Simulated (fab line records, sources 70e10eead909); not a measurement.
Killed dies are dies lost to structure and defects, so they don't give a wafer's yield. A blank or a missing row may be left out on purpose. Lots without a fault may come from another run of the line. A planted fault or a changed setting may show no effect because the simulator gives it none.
Chamber matching | flow nand_harc | NHARC_P_GATE_DEP_103 on pecvd-04: 3 sister chambers
The step deposits SiON, target thk 30 nm. 6 wafers are shown with their chamber, then 8 later ones without.

WAFERS WITH THEIR CHAMBER
wafer  | chamber | heater_power_w (W)
L087.1 | 2       | 799
L087.6 | 1       | 630
L085.2 | 0       | 639
L085.3 | 2       | 902
L085.5 | 0       | 634
L089.2 | 1       | 731

WAFERS WITHOUT THEIR CHAMBER
wafer  | heater_power_w (W)
L089.5 | 718
L089.6 | 618
L095.1 | 651
L095.3 | 606
L095.6 | 657
L096.1 | 672
L096.4 | 654
L096.5 | 977

WHICH CHAMBER EACH WENT THROUGH
wafer  | from the rows above          | in truth
L089.5 | can't be placed: 1 or 0 or 2 | 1
L089.6 | can't be placed: 0 or 1      | 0
L095.1 | can't be placed: 0 or 1      | 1
L095.3 | can't be placed: 0 or 1      | 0
L095.6 | can't be placed: 0 or 1      | 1
L096.1 | can't be placed: 1 or 0      | 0
L096.4 | can't be placed: 0 or 1      | 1
L096.5 | 2                            | 2
Placed correctly: 1 of 8. Can't be placed from these rows: 7 (the true chamber is among the candidates in 7). Placed wrongly: 0.
How it was worked out, from the rows above alone: a wafer's distance from a chamber is the root of the sum, over the readings, of the square of ((its reading less the chamber's mean) divided by the reading's scatter). The wafer belongs to the nearest chamber; if the next one is less than 2 further off, it can't be placed. A chamber's mean is the mean of its shown wafers. The scatter: the root of (the sum of the squares of (reading less its chamber's mean) over the shown wafers, divided by (wafers less chambers)).
